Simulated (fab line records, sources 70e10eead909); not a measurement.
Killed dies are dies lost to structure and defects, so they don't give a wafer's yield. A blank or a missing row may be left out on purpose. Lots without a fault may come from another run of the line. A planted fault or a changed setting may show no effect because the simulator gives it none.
Which tool did it? | flow nand_harc | 7 lots, 21 wafers sampled, at 4 steps of a route of 1159

WHAT THE GAUGES READ, wafer by wafer
NHARC_THIN_TSV_CD_MEAS_33: target cd 5000 nm.
lot  | measured     | on        | cd_nm (nm)
L506 | day 19 17:46 | cd_sem-01 | 5000.9 4996.3 4999.9
L507 | day 19 23:11 | cd_sem-02 | 5001.1 5002.1 4998.8
L510 | day 20 16:40 | cd_sem-03 | 5001.2 4997.2 5002.5
L515 | day 21 12:33 | cd_sem-02 | 5002.4 4997.3 5000.8
L514 | day 21 16:59 | cd_sem-03 | 4998.8 4998.1 4997.8
L518 | day 22 15:07 | cd_sem-02 | 4995.6 4998.9 4997.0
L520 | day 23 04:27 | cd_sem-02 | 4998.9 4998.9 5001.4

WHICH TOOL RAN EACH LOT (tool, then ch and the chambers of the sampled wafers, then the start)
lot  | NHARC_A_CONTACT_DEP_24          | NHARC_THIN_TSV_DEGAS_49      | NHARC_THIN_TSV_PVD_51
L506 | pecvd-02 ch 0,1, day 16 14:48   | pvd_sputter-01, day 19 14:44 | pvd_sputter-01, day 19 17:46 or earlier
L507 | pecvd-03 ch 0,1,2, day 17 07:14 | pvd_sputter-02, day 19 19:58 | pvd_sputter-02, day 19 23:11 or earlier
L510 | pecvd-02 ch 0,2, day 17 22:28   | pvd_sputter-01, day 20 13:32 | pvd_sputter-01, day 20 16:40 or earlier
L515 | pecvd-03 ch 0,1,2, day 18 19:12 | pvd_sputter-03, day 21 09:23 | pvd_sputter-03, day 21 12:33 or earlier
L514 | pecvd-03 ch 0,1,2, day 19 05:05 | pvd_sputter-03, day 21 13:51 | pvd_sputter-03, day 21 16:59 or earlier
L518 | pecvd-02 ch 0,2, day 19 20:59   | pvd_sputter-02, day 22 12:01 | pvd_sputter-02, day 22 15:07 or earlier
L520 | pecvd-03 ch 1,2, day 20 01:35   | pvd_sputter-01, day 23 01:19 | pvd_sputter-01, day 23 04:27 or earlier
- NHARC_A_CONTACT_DEP_24: deposits SiO2, target thk 500 nm.
- NHARC_THIN_TSV_DEGAS_49: time 120 s.
- NHARC_THIN_TSV_PVD_51: deposits Cu, target thk 100 nm.

THE ANSWER, worked out from the rows above alone
Rule: what is usual is taken from the lots themselves. Put in order of their means at a reading, lots are off if they are a third of the lots or fewer, leave a main group of 4 or more, and stand apart from it by a gap of 3 or more times the standard deviation of the main group's means; of several such gaps the widest counts. A main group whose means are all the same, to the digits that the tables above print for the reading, isn't used. A lot without any number at a reading at which 4 lots or more have one is off too. The other lots that the step has rows for count as sound.
No lot is off at any reading shown: from this, nothing can be told.

WHAT THE SIMULATOR HAD PUT IN
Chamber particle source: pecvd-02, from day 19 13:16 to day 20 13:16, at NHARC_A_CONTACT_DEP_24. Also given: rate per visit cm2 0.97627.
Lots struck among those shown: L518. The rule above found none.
